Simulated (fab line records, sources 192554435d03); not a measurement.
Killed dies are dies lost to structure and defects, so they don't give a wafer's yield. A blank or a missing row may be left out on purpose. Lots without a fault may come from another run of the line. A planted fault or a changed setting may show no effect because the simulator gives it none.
fab line records | flow n5_finfet | part 1 of 2: steps 1 to 3 of 6
record lots=24 wafers=72 last_day=17
route steps=1938 shown HKMG_FIN@388
lots that met no fault: from a run of the same line without faults
start_h: hours from the record's first day to the start of the lot's first wafer shown | wait_h: hours since the lot's step before | " the same as in the row above | L1.1+2: a row that stands for several wafers | - no value, or no start given | * or withheld: withheld | < > ~ a bound
route shown NAME@n: a module of which the file shows steps, and the number in the route of the first | usual: mean/standard deviation of fault-free wafers | same: alike in all rows | chamber/n: place in a boat | sites: the reading at each site | _std_site: their standard deviation | _edge_site: outer sites' mean less inner sites' | radius_mm: how far each site lies from the wafer's centre | mask NAME#n: copy n | behind: the tool/chamber that last shaped the wafer | hold: why the lot was held/for how many hours/how that ended | device: the transistor (n, p or np) that didn't switch | end of line: the same wafers' tests at the end of the route | a step without rows: its recipe alone | killed: dies lost to structure and defects at the first sort, not the wafer's yield | map: a wafer's dies, x killed, . not, _ none there
set.NAME: the setting as run; set.NAME@STEP: as run at that earlier step | model.NAME: the simulator's own value behind a step, which no gauge read
steps of the route over a sample of lots; a table a step, a row a wafer
services: from which hour (start_h, from the record's first day; less than 0 if before it) a tool's chamber was out of use, for how many hours, and why
## steps
# step N5_HKMG_FIN_ALD_74
# recipe material=La2O3 target_thk_a=5 temp_c=250 ald_precursor_family=La-Cp ald_co_reactant=O3 pulse_time_s=6 co_reactant_pulse_time_s=1 purge_time_s=3 co_reactant_purge_time_s=3
# usual heater_power_w=337/33 precursor_pulse_height_rel=1.000/0.021
# columns lot.wafer tool chamber start_h wait_h heater_power_w precursor_pulse_height_rel
L074.4 ald_hk-02 0 71.63 0.1 350 0.993
L074.5 " 3 " " 323 0.983
L074.6 " 0 " " 352 0.996
L075.2 ald_hk-03 3 79.34 0.2 322 0.986
L075.3 " 2 " " 257 0.972
L075.5 " 2 " " 257 0.965
L076.2 ald_hk-02 2 83.05 0.2 362 1.032
L076.4 " 0 " " 344 1.015
L076.5 " 1 " " 370 1.011
L077.1 ald_hk-02 3 93.85 0.2 320 0.987
L077.2 " 2 " " 367 1.005
L077.6 " 0 " " 345 1.010
L078.1 ald_hk-02 1 97.19 0.2 370 0.994
L078.3 " 2 " " 375 0.995
L078.6 " 3 " " 330 0.992
L079.1 ald_hk-03 0 103.79 0.2 298 1.021
L079.2 " 3 " " 322 0.992
L079.5 " 2 " " 255 0.988
L080.1 ald_hk-03 3 108.67 0.2 324 0.958
L080.5 " 3 " " 318 1.005
L080.6 " 2 " " 259 0.996
L081.3 ald_hk-02 0 115.45 0.1 345 0.978
L081.5 " 0 " " 338 1.046
L081.6 " 3 " " 327 0.967
L082.1 ald_hk-01 3 118.09 0.2 341 0.999
L082.4 " 2 " " 322 1.019
L082.5 " 3 " " 351 0.974
L083.3 ald_hk-01 1 126.15 0.1 334 1.027
L083.4 " 2 " " 326 0.998
L083.5 " 2 " " 322 1.017
L084.1 ald_hk-01 2 131.23 0.2 323 1.000
L084.2 " 3 " " 350 0.977
L084.6 " 3 " " 338 1.010
L085.3 ald_hk-02 2 142.06 0.1 376 1.008
L085.4 " 3 " " 335 0.982
L085.5 " 0 " " 346 0.982
L086.1 ald_hk-01 3 142.76 0.2 349 1.052
L086.2 " 2 " " 319 0.975
L086.5 " 3 " " 343 1.000
L087.1 ald_hk-02 1 153.02 0.2 385 1.049
L087.2 " 3 " " 323 0.999
L087.3 " 2 " " 374 0.979
L088.1 ald_hk-01 0 160.42 0.2 303 0.950
L088.2 " 1 " " 329 1.026
L088.6 " 2 " " 327 1.036
L089.1 ald_hk-01 2 163.51 0.2 332 1.018
L089.2 " 3 " " 345 1.019
L089.4 " 0 " " 306 1.042
L090.3 ald_hk-03 0 168.12 0.1 302 1.005
L090.5 " 0 " " 299 1.017
L090.6 " 1 " " 396 1.002
L091.1 ald_hk-03 2 172.14 0.2 261 0.970
L091.2 " 0 " " 306 0.999
L091.3 " 3 " " 320 0.989
L092.2 ald_hk-01 0 178.71 0.2 301 0.957
L092.4 " 1 " " 326 0.968
L092.6 " 1 " " 338 0.974
L093.2 ald_hk-02 1 184.62 0.2 387 0.998
L093.3 " 2 " " 366 1.020
L093.4 " 3 " " 328 0.999
L094.4 ald_hk-02 2 192.77 0.1 366 1.042
L094.5 " 0 " " 346 1.015
L094.6 " 1 " " 385 0.997
L095.1 ald_hk-01 0 200.65 0.2 301 0.985
L095.4 " 3 " " 341 1.003
L095.5 " 0 " " 303 0.983
L096.1 ald_hk-02 1 203.02 0.2 377 0.952
L096.2 " 0 " " 352 0.974
L096.5 " 3 " " 318 1.020
L097.2 ald_hk-02 3 215.21 0.2 335 0.982
L097.3 " 1 " " 374 1.008
L097.4 " 0 " " 350 1.010
# step N5_HKMG_FIN_DESCUM_53
# recipe chemistry=O2 time_s=7.9 source_power_w=50 bias_power_w=20 pressure_mtorr=20 rf_frequency_hz=2.712e+07 temp_c=40 resist=CAR-ArF o2_flow_sccm=225
# usual drypump_motor_current_A=5.6/0.59 oes_product_au=0.81/0.089 rf_vpp_V=243.7/1.3 showerhead_plenum_p_Torr=2.13/0.069 throttle_valve_pct=20.38/0.19
# columns lot.wafer tool chamber start_h wait_h drypump_motor_current_A oes_product_au rf_hours_counter_h rf_vpp_V showerhead_plenum_p_Torr throttle_valve_pct
L074.4 rie_diel-02 1 72.33 0.2 4.9 0.88 45 243.5 2.13 20.17
L074.5 " 2 " " 5.4 0.69 - 242.2 2.06 20.42
L074.6 " 3 " " 4.7 0.77 - 244.1 2.09 20.33
L075.2 rie_diel-03 1 79.97 0.0 5.7 0.68 241 244.8 2.16 20.50
L075.3 " 3 " " 4.9 0.75 162 242.1 2.09 20.50
L075.5 " 0 " " 6.0 0.92 - 245.5 2.23 20.26
L076.2 rie_diel-03 1 83.89 0.4 5.7 0.69 243 243.8 2.16 20.50
L076.4 " 0 " " 6.0 0.92 30 245.9 2.23 20.27
L076.5 " 0 " " 6.0 0.92 - 244.6 2.23 20.26
L077.1 rie_diel-04 2 94.36 0.0 5.7 0.83 80 244.0 2.12 20.50
L077.2 " 0 " " 5.8 0.69 234 243.5 2.06 20.56
L077.6 " 2 " " 5.7 0.82 - 242.9 2.12 20.49
L078.1 rie_diel-03 2 97.70 0.0 5.4 0.71 218 245.2 2.07 20.46
L078.3 " 1 " " 5.7 0.68 247 243.8 2.15 20.49
L078.6 " 3 " " 4.9 0.74 - 243.3 2.09 20.49
L079.1 rie_diel-03 2 104.43 0.0 5.4 0.70 221 242.4 2.07 20.45
L079.2 " 0 " " 6.0 0.91 38 245.4 2.22 20.26
L079.5 " 2 " " 5.4 0.70 - 244.3 2.07 20.47
L080.1 rie_diel-02 3 109.18 0.0 4.7 0.75 169 243.8 2.08 20.36
L080.5 " 0 " " 6.2 0.66 - 240.8 1.98 20.59
L080.6 " 1 " " 4.9 0.85 - 244.7 2.12 20.17
L081.3 rie_diel-03 2 116.10 0.0 5.4 0.69 - 242.5 2.07 20.46
L081.5 " 0 " " 6.0 0.90 - 245.6 2.22 20.30
L081.6 " 2 " " 5.4 0.69 - 242.8 2.07 20.46
L082.1 rie_diel-02 3 118.59 0.0 4.7 0.76 174 244.0 2.08 20.37
L082.4 " 1 " " 4.9 0.85 - 243.1 2.12 20.18
L082.5 " 3 " " 4.7 0.75 - 244.4 2.08 20.36
L083.3 rie_diel-04 2 126.78 0.0 5.7 0.80 93 243.3 2.12 20.51
L083.4 " 1 " " 6.6 0.77 149 244.8 2.17 20.67
L083.5 " 1 " " 6.6 0.75 - 243.2 2.17 20.66
L084.1 rie_diel-02 2 131.86 0.0 5.5 0.99 1 242.9 2.05 20.08
L084.2 " 3 " " 4.7 0.75 179 242.8 2.08 20.36
L084.6 " 2 " " 5.5 0.98 - 243.4 2.05 20.09
L085.3 rie_diel-02 2 142.69 0.0 5.5 0.96 6 243.2 2.05 20.09
L085.4 " 3 " " 4.7 0.75 - 242.9 2.08 20.37
L085.5 " 1 " " 4.9 0.85 - 244.2 2.12 20.18
L086.1 rie_diel-04 3 143.42 0.1 5.4 0.87 39 244.9 2.22 20.21
L086.2 " 2 " " 5.7 0.79 99 242.5 2.11 20.54
L086.5 " 3 " " 5.4 0.87 - 245.9 2.22 20.22
L087.1 rie_diel-04 3 153.65 0.0 5.4 0.88 43 246.4 2.22 20.22
L087.2 " 2 " " 5.7 0.80 102 243.6 2.11 20.54
L087.3 " 1 " " 6.6 0.76 158 245.2 2.17 20.68
L088.1 rie_diel-04 3 160.93 0.0 5.4 0.87 47 243.2 2.22 20.24
L088.2 " 1 " " 6.6 0.75 162 243.2 2.17 20.67
L088.6 " 3 " " 5.4 0.87 - 244.2 2.22 20.23
L089.1 rie_diel-04 3 164.14 0.0 5.4 0.88 49 247.0 2.22 20.24
L089.2 " 1 " " 6.6 0.75 165 244.2 2.17 20.67
L089.4 " 1 " " 6.6 0.75 - 245.4 2.17 20.67
L090.3 rie_diel-02 2 168.79 0.2 5.5 0.93 15 241.9 2.05 20.12
L090.5 " 3 " " 4.7 0.73 - 242.3 2.07 20.39
L090.6 " 0 " " 6.2 0.96 - 245.5 2.24 20.18
L091.1 rie_diel-04 1 172.77 0.0 6.6 0.74 169 244.0 2.16 20.71
L091.2 " 3 " " 5.4 0.87 54 243.7 2.22 20.25
L091.3 " 2 " " 5.7 0.79 107 243.9 2.11 20.54
L092.2 rie_diel-04 3 179.34 0.0 5.4 0.86 57 244.8 2.22 20.24
L092.4 " 3 " " 5.4 0.85 - 245.4 2.22 20.25
L092.6 " 2 " " 5.7 0.79 - 243.5 2.11 20.56
L093.2 rie_diel-02 3 185.17 0.1 4.7 0.74 198 241.9 2.07 20.39
L093.3 " 0 " " 6.2 0.96 9 245.1 2.24 20.20
L093.4 " 2 " " 5.5 0.93 20 242.0 2.04 20.12
L094.4 rie_diel-02 1 193.40 0.0 4.9 0.81 91 244.7 2.11 20.22
L094.5 " 1 " " 4.9 0.81 - 242.7 2.11 20.22
L094.6 " 0 " " 6.2 0.94 - 244.1 2.24 20.20
L095.1 rie_diel-03 1 201.40 0.3 5.7 0.89 28 244.8 2.14 20.15
L095.4 " 1 " " 5.7 0.91 - 244.6 2.14 20.15
L095.5 " 1 " " 5.7 0.90 - 243.1 2.14 20.16
L096.1 rie_diel-04 0 203.82 0.2 5.8 0.95 8 241.3 2.05 20.26
L096.2 " 2 " " 5.7 0.78 116 242.4 2.11 20.56
L096.5 " 3 " " 5.4 0.85 - 245.1 2.21 20.26
L097.2 rie_diel-04 1 215.72 0.0 6.6 0.74 187 243.5 2.16 20.72
L097.3 " 3 " " 5.4 0.85 71 245.0 2.21 20.28
L097.4 " 2 " " 5.7 0.77 121 243.1 2.11 20.56
# step N5_HKMG_FIN_ETCH_54
# recipe chemistry=CF4 target=SiARC target_depth_a=455 mask_material=CAR-ArF time_s=75.8 ion_energy_ev=80 pressure_mtorr=40 source_w=545 bias_w=36 Ar_flow_sccm=100 cf4_flow_sccm=100 ends=cleared
# usual drypump_motor_current_A=5.6/0.59 etch_rf_on_time_s=75.2/1.1 oes_product_au=0.69/0.075 rf_vpp_V=184.4/1.1 showerhead_plenum_p_Torr=2.18/0.066 throttle_valve_pct=15.57/0.21
# columns lot.wafer tool chamber start_h wait_h drypump_motor_current_A etch_rf_on_time_s oes_product_au rf_hours_counter_h rf_vpp_V showerhead_plenum_p_Torr throttle_valve_pct
L074.4 rie_diel-02 1 72.36 0.0 4.9 75.1 0.75 45 185.1 2.17 15.31
L074.5 " 2 " " 5.5 76.5 0.59 - 184.2 2.12 15.73
L074.6 " 3 " " 4.7 76.0 0.66 - 184.6 2.14 15.60
L075.2 rie_diel-03 1 80.00 0.0 5.7 75.7 0.59 241 185.8 2.20 15.73
L075.3 " 3 " " 4.9 73.7 0.65 162 183.8 2.14 15.71
L075.5 " 0 " " 6.0 74.0 0.78 - 185.6 2.26 15.37
L076.2 rie_diel-03 1 83.92 0.0 5.7 74.7 0.58 243 182.9 2.20 15.75
L076.4 " 0 " " 6.0 73.9 0.79 30 185.4 2.26 15.37
L076.5 " 0 " " 6.0 73.4 0.80 - 186.0 2.26 15.39
L077.1 rie_diel-04 2 94.39 0.0 5.7 74.5 0.71 81 185.4 2.16 15.64
L077.2 " 0 " " 5.8 76.8 0.59 234 184.2 2.11 15.87
L077.6 " 2 " " 5.7 73.0 0.71 - 182.3 2.16 15.62
L078.1 rie_diel-03 2 97.74 0.0 5.4 75.5 0.60 218 182.2 2.12 15.66
L078.3 " 1 " " 5.7 75.6 0.59 247 184.6 2.20 15.74
L078.6 " 3 " " 4.9 73.8 0.65 - 183.3 2.13 15.73
L079.1 rie_diel-03 2 104.46 0.0 5.4 75.9 0.61 221 183.7 2.12 15.68
L079.2 " 0 " " 6.0 74.5 0.77 38 185.9 2.26 15.40
L079.5 " 2 " " 5.4 75.1 0.61 - 183.6 2.12 15.67
L080.1 rie_diel-02 3 109.21 0.0 4.7 76.3 0.64 169 184.7 2.14 15.62
L080.5 " 0 " " 6.2 75.0 0.58 - 183.5 2.03 15.80
L080.6 " 1 " " 4.9 76.1 0.72 - 184.4 2.17 15.33
L081.3 rie_diel-03 2 116.16 0.0 5.4 75.0 0.60 - 184.3 2.11 15.70
L081.5 " 0 " " 6.0 74.9 0.77 - 184.5 2.26 15.41
L081.6 " 2 " " 5.4 75.3 0.60 - 184.2 2.11 15.70
L082.1 rie_diel-02 3 118.63 0.0 4.7 76.3 0.64 174 183.6 2.13 15.64
L082.4 " 1 " " 4.9 75.1 0.73 - 184.0 2.17 15.34
L082.5 " 3 " " 4.7 76.2 0.63 - 184.7 2.13 15.63
L083.3 rie_diel-04 2 126.81 0.0 5.7 72.9 0.70 93 186.2 2.16 15.66
L083.4 " 1 " " 6.6 75.4 0.65 149 184.9 2.23 15.86
L083.5 " 1 " " 6.6 76.0 0.65 - 183.8 2.23 15.86
L084.1 rie_diel-02 2 131.89 0.0 5.5 76.3 0.84 1 184.2 2.11 15.29
L084.2 " 3 " " 4.7 76.9 0.64 179 182.5 2.13 15.64
L084.6 " 2 " " 5.5 76.8 0.84 - 183.9 2.11 15.28
L085.3 rie_diel-02 2 142.73 0.0 5.5 76.4 0.81 6 182.7 2.11 15.32
L085.4 " 3 " " 4.7 76.7 0.63 - 182.3 2.13 15.65
L085.5 " 1 " " 4.9 76.5 0.71 - 184.7 2.16 15.37
L086.1 rie_diel-04 3 143.45 0.0 5.4 74.9 0.76 39 186.4 2.27 15.35
L086.2 " 2 " " 5.7 74.4 0.69 99 184.2 2.15 15.66
L086.5 " 3 " " 5.4 74.7 0.76 - 185.9 2.27 15.35
L087.1 rie_diel-04 3 153.69 0.0 5.4 75.1 0.75 43 186.2 2.27 15.37
L087.2 " 2 " " 5.7 74.6 0.68 102 184.9 2.15 15.65
L087.3 " 1 " " 6.6 76.9 0.63 158 183.0 2.22 15.88
L088.1 rie_diel-04 3 160.98 0.0 5.4 75.2 0.75 47 186.5 2.26 15.39
L088.2 " 1 " " 6.6 76.9 0.64 162 185.3 2.22 15.87
L088.6 " 3 " " 5.4 74.9 0.74 - 184.9 2.26 15.37
L089.1 rie_diel-04 3 164.19 0.0 5.4 74.4 0.74 49 184.8 2.26 15.39
L089.2 " 1 " " 6.6 76.1 0.64 165 186.1 2.22 15.89
L089.4 " 1 " " 6.6 75.9 0.65 - 184.0 2.22 15.90
L090.3 rie_diel-02 2 168.82 0.0 5.5 76.9 0.79 15 184.1 2.11 15.30
L090.5 " 3 " " 4.7 76.4 0.63 - 183.5 2.13 15.66
L090.6 " 0 " " 6.2 75.2 0.84 - 185.2 2.28 15.30
L091.1 rie_diel-04 1 172.81 0.0 6.6 76.2 0.64 169 185.4 2.22 15.90
L091.2 " 3 " " 5.4 74.6 0.73 54 185.6 2.26 15.38
L091.3 " 2 " " 5.7 74.8 0.67 107 185.2 2.15 15.67
L092.2 rie_diel-04 3 179.38 0.0 5.4 74.6 0.74 57 184.9 2.26 15.38
L092.4 " 3 " " 5.4 74.7 0.73 - 185.9 2.26 15.40
L092.6 " 2 " " 5.7 74.1 0.68 - 183.1 2.15 15.68
L093.2 rie_diel-02 3 185.20 0.0 4.7 75.2 0.63 198 183.7 2.13 15.70
L093.3 " 0 " " 6.2 74.5 0.81 9 184.4 2.28 15.32
L093.4 " 2 " " 5.5 75.1 0.78 20 183.8 2.11 15.33
L094.4 rie_diel-02 1 193.43 0.0 4.9 76.1 0.69 91 183.4 2.16 15.42
L094.5 " 1 " " 4.9 76.2 0.69 - 186.4 2.16 15.43
L094.6 " 0 " " 6.2 75.1 0.80 - 185.7 2.28 15.31
L095.1 rie_diel-03 1 201.45 0.0 5.7 74.8 0.77 28 184.8 2.19 15.31
L095.4 " 1 " " 5.7 74.9 0.77 - 186.2 2.19 15.31
L095.5 " 1 " " 5.7 75.0 0.76 - 185.3 2.19 15.31
L096.1 rie_diel-04 0 203.85 0.0 5.8 75.0 0.82 8 183.3 2.11 15.42
L096.2 " 2 " " 5.7 73.9 0.69 116 183.4 2.15 15.67
L096.5 " 3 " " 5.4 74.5 0.72 - 185.4 2.26 15.40
L097.2 rie_diel-04 1 215.75 0.0 6.6 75.0 0.63 187 185.0 2.21 15.93
L097.3 " 3 " " 5.4 73.6 0.73 71 184.5 2.26 15.43
L097.4 " 2 " " 5.7 73.6 0.68 121 182.9 2.15 15.72
